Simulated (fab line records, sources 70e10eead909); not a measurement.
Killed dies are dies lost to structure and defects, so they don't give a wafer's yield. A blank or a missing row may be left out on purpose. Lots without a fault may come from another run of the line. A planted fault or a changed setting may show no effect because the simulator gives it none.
Which tool did it? | flow nand_harc | 6 lots, 18 wafers sampled, at 3 steps of a route of 1302

WHAT THE GAUGES READ, wafer by wafer
NHARC_P_ZERO_WELL_CD_MEAS_24: target cd 720 nm.
lot  | measured     | on        | cd_nm (nm)
L129 | day 3 14:36  | cd_sem-01 | 719.6 720.6 720.1
L133 | day 5 06:39  | cd_sem-01 | 720.3 721.4 719.9
L135 | day 6 02:29  | cd_sem-01 | 722.0 721.8 720.5
L139 | day 7 18:34  | cd_sem-03 | 717.8 720.6 720.7
L144 | day 9 20:34  | cd_sem-03 | 710.8 711.1 713.7
L148 | day 11 12:35 | cd_sem-01 | 720.6 718.4 718.3

WHICH TOOL RAN EACH LOT (tool, then ch and the chambers of the sampled wafers, then the start)
lot  | NHARC_P_ZERO_WELL_ETCH_63       | NHARC_P_ZERO_WELL_PEB_22
L129 | rie_si-01 ch 0,1,2, day 3 13:41 | litho_track-03 ch 0, day 3 14:31
L133 | rie_si-06 ch 1,2, day 5 05:50   | litho_track-02 ch 0, day 5 06:34
L135 | rie_si-01 ch 0,1,2, day 6 01:35 | litho_track-02 ch 0, day 6 02:23
L139 | rie_si-04 ch 0,1, day 7 17:35   | litho_track-02 ch 0, day 7 18:28
L144 | rie_si-06 ch 0,1,3, day 9 19:46 | litho_track-05 ch 0, day 9 20:28
L148 | rie_si-01 ch 1,2, day 11 11:40  | litho_track-02 ch 0, day 11 12:30
- NHARC_P_ZERO_WELL_ETCH_63: etches the open film in HBr/Cl2, target depth 120 nm, time 40.1 s.
- NHARC_P_ZERO_WELL_PEB_22: peb time 85 s.

THE ANSWER, worked out from the rows above alone
Rule: what is usual is taken from the lots themselves. Put in order of their means at a reading, lots are off if they are a third of the lots or fewer, leave a main group of 4 or more, and stand apart from it by a gap of 3 or more times the standard deviation of the main group's means; of several such gaps the widest counts. A main group whose means are all the same, to the digits that the tables above print for the reading, isn't used. A lot without any number at a reading at which 4 lots or more have one is off too. The other lots that the step has rows for count as sound.
Off: L144, at NHARC_P_ZERO_WELL_CD_MEAS_24 (cd_nm). The main group: mean 720.2 nm, standard deviation 0.79.
A tool fits if, at a process step before that reading, it ran every lot that is off, and no sound lot after the first of them. The gauges at NHARC_P_ZERO_WELL_CD_MEAS_24 are tried like those tools. Can't be told from this: 3 tools fit, rie_si-06 at NHARC_P_ZERO_WELL_ETCH_63, litho_track-05 at NHARC_P_ZERO_WELL_PEB_22, cd_sem-03 at NHARC_P_ZERO_WELL_CD_MEAS_24.

WHAT THE SIMULATOR HAD PUT IN
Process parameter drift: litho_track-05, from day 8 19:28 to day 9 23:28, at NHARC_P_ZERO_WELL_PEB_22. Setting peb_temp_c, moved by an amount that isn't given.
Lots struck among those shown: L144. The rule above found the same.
